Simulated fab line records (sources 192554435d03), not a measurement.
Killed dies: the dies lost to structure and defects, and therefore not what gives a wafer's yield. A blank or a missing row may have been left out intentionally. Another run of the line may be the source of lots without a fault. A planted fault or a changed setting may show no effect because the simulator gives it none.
Chamber matching	flow n5 finfet	N5_BEOL_M3_ETCH_70 on rie diel-01: 4 sister chambers
The step etches SOC in N2/H2, target depth 80 nm, overetch 16 nm, time 120 s. 4 wafers are shown with their chamber, then 11 later ones without.

WAFERS PAIRED WITH THEIR CHAMBERS
wafer	chamber	drypump motor current A (A)
L084.4	0	6.7
L084.6	2	5.4
L091.1	1	5.1
L092.2	3	5.7

WAFERS MISSING THEIR CHAMBER
wafer	drypump motor current A (A)
L092.4	6.7
L092.5	5.0
L094.1	5.7
L094.2	6.7
L094.3	5.0
L096.3	6.7
L096.4	5.0
L096.5	6.7
L097.4	6.7
L097.5	6.7
L097.6	5.0

THE CHAMBER EACH PASSED THROUGH
wafer	from the rows above	in truth
L092.4	0	0
L092.5	1	1
L094.1	3	3
L094.2	0	0
L094.3	1	1
L096.3	0	0
L096.4	1	1
L096.5	0	0
L097.4	0	0
L097.5	0	0
L097.6	1	1
11 of 11 placed correctly. Can't be placed from these rows: 0. Wrongly placed: 0.
How it was worked out, from the rows above alone: a wafer's distance from a chamber is the root of the sum, over the readings, of the square of ((its reading less the chamber's mean) divided by the reading's scatter). If the next closest chamber is less than 2 further off than the closest, the wafer can't be placed; otherwise it belongs to the closest. The mean given for a chamber averages the wafers shown for that chamber. The scatter: root of mean squared gap, hidden wafer to nearest shown wafer, with one shown wafer a chamber.
